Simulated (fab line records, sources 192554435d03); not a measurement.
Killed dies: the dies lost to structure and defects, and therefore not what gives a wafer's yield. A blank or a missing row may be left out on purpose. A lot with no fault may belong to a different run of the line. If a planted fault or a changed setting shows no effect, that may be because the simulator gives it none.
Chamber matching :: flow n5_finfet :: N5_SD_EPI_P_DESCUM_14 on rie_diel-02 has 4 sister chambers
The step chemistry O2, time 7.9 s. 4 wafers are shown with their chamber, then 8 later ones without.

== EACH WAFER AND ITS CHAMBER ==
wafer: L081.3
chamber: 0
showerhead_plenum_p_Torr (Torr): 2.09

wafer: L083.1
chamber: 1
showerhead_plenum_p_Torr (Torr): 2.17

wafer: L083.2
chamber: 2
showerhead_plenum_p_Torr (Torr): 2.10

wafer: L084.1
chamber: 3
showerhead_plenum_p_Torr (Torr): 2.24

== WAFERS WITH NO CHAMBER GIVEN ==
wafer: L084.3
showerhead_plenum_p_Torr (Torr): 2.09

wafer: L084.6
showerhead_plenum_p_Torr (Torr): 2.09

wafer: L092.1
showerhead_plenum_p_Torr (Torr): 2.08

wafer: L092.4
showerhead_plenum_p_Torr (Torr): 2.17

wafer: L092.5
showerhead_plenum_p_Torr (Torr): 2.08

wafer: L097.1
showerhead_plenum_p_Torr (Torr): 2.09

wafer: L097.2
showerhead_plenum_p_Torr (Torr): 2.08

wafer: L097.5
showerhead_plenum_p_Torr (Torr): 2.09

== THE CHAMBER EACH PASSED THROUGH ==
wafer: L084.3
from the rows above: can't be placed: 0 or 2
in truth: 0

wafer: L084.6
from the rows above: can't be placed: 0 or 2
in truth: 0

wafer: L092.1
from the rows above: can't be placed: 0 or 2
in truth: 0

wafer: L092.4
from the rows above: 1
in truth: 1

wafer: L092.5
from the rows above: can't be placed: 0 or 2
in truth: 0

wafer: L097.1
from the rows above: can't be placed: 0 or 2
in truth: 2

wafer: L097.2
from the rows above: can't be placed: 0 or 2
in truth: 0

wafer: L097.5
from the rows above: can't be placed: 0 or 2
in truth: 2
Placed correctly: 1 of 8. These rows do not allow placing 7 (true chamber among the candidates in 7). Number placed wrongly: 0.
How it was worked out, from the rows above alone: a wafer's distance from a chamber is the root of the sum, over the readings, of the square of ((its reading less the chamber's mean) divided by the reading's scatter). The wafer belongs to the nearest chamber; if the next one is less than 2 further off, it can't be placed. The mean given for a chamber averages the wafers shown for that chamber. The scatter (one wafer shown for each chamber): square how far every hidden wafer sits from the nearest shown wafer, average those squares and take the square root.
